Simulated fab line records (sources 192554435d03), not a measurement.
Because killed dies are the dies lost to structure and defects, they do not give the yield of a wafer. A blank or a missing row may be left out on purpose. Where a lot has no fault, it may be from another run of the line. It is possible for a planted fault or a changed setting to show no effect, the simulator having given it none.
Matching of chambers :: flow n5-finfet :: N5_ILD0_CMP_07 on cmp-04: 4 sister chambers
The step polishes SiO2 flowable, stops on poly-Si, t overpolish 1.18 s, target thk 138.88 nm. 14 wafers are shown with their chamber, then 7 later ones without.

## EACH WAFER AND ITS CHAMBER
wafer: L080.1
chamber: 3
motor-current-A (A): 14.9
retaining-ring-pressure-frac: 1.002

wafer: L080.2
chamber: 2
motor-current-A (A): 13.5
retaining-ring-pressure-frac: 0.989

wafer: L080.6
chamber: 1
motor-current-A (A): 12.7
retaining-ring-pressure-frac: 0.998

wafer: L082.1
chamber: 2
motor-current-A (A): 13.3
retaining-ring-pressure-frac: 1.001

wafer: L082.3
chamber: 3
motor-current-A (A): 15.7
retaining-ring-pressure-frac: 0.991

wafer: L082.4
chamber: 1
motor-current-A (A): 13.1
retaining-ring-pressure-frac: 0.998

wafer: L086.2
chamber: 2
motor-current-A (A): 13.4
retaining-ring-pressure-frac: 1.004

wafer: L086.4
chamber: 1
motor-current-A (A): 12.3
retaining-ring-pressure-frac: 0.997

wafer: L086.6
chamber: 3
motor-current-A (A): 14.6
retaining-ring-pressure-frac: 0.997

wafer: L087.1
chamber: 1
motor-current-A (A): 12.8
retaining-ring-pressure-frac: 0.997

wafer: L087.3
chamber: 0
motor-current-A (A): 14.3
retaining-ring-pressure-frac: 0.995

wafer: L087.6
chamber: 0
motor-current-A (A): 14.0
retaining-ring-pressure-frac: 1.001

wafer: L089.3
chamber: 2
motor-current-A (A): 13.3
retaining-ring-pressure-frac: 0.989

wafer: L089.4
chamber: 3
motor-current-A (A): 15.1
retaining-ring-pressure-frac: 0.998

SIGNATURES (averages over the wafers above)
reading: motor-current-A
chamber 0: 14.150
chamber 1: 12.725
chamber 2: 13.375
chamber 3: 15.075
scatter within a chamber: 0.324

reading: retaining-ring-pressure-frac
chamber 0: 0.99800
chamber 1: 0.99750
chamber 2: 0.99575
chamber 3: 0.99700
scatter within a chamber: 0.00517
Rule: for a wafer and a chamber, the distance is found by dividing, reading by reading, the gap between the wafer's reading and the chamber's mean by the reading's scatter, squaring, summing and taking the root. If the next closest chamber is less than 2 further off than the closest, the wafer can't be placed; otherwise it belongs to the closest. How the scatter is found: for the shown wafers, subtract from each reading the mean of its chamber, square and add these, divide the total by (wafers less chambers), then take the root.

## WAFERS MISSING THEIR CHAMBER
wafer: L089.5
motor-current-A (A): 15.8
retaining-ring-pressure-frac: 0.996

wafer: L090.2
motor-current-A (A): 15.1
retaining-ring-pressure-frac: 0.999

wafer: L090.5
motor-current-A (A): 12.1
retaining-ring-pressure-frac: 0.997

wafer: L090.6
motor-current-A (A): 14.6
retaining-ring-pressure-frac: 0.997

wafer: L097.1
motor-current-A (A): 13.0
retaining-ring-pressure-frac: 0.997

wafer: L097.3
motor-current-A (A): 13.9
retaining-ring-pressure-frac: 1.000

wafer: L097.4
motor-current-A (A): 12.9
retaining-ring-pressure-frac: 0.996

## WHICH CHAMBER EACH ONE RAN IN
wafer: L089.5
from the rows above: 3
in truth: 3

wafer: L090.2
from the rows above: 3
in truth: 3

wafer: L090.5
from the rows above: 1
in truth: 1

wafer: L090.6
from the rows above: can't be placed: 0 or 3
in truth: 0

wafer: L097.1
from the rows above: can't be placed: 1 or 2
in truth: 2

wafer: L097.3
from the rows above: can't be placed: 0 or 2
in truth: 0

wafer: L097.4
from the rows above: can't be placed: 1 or 2
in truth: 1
Correctly placed: 3 of 7. These rows do not allow placing 4 (true chamber among the candidates in 4). 0 placed wrongly.
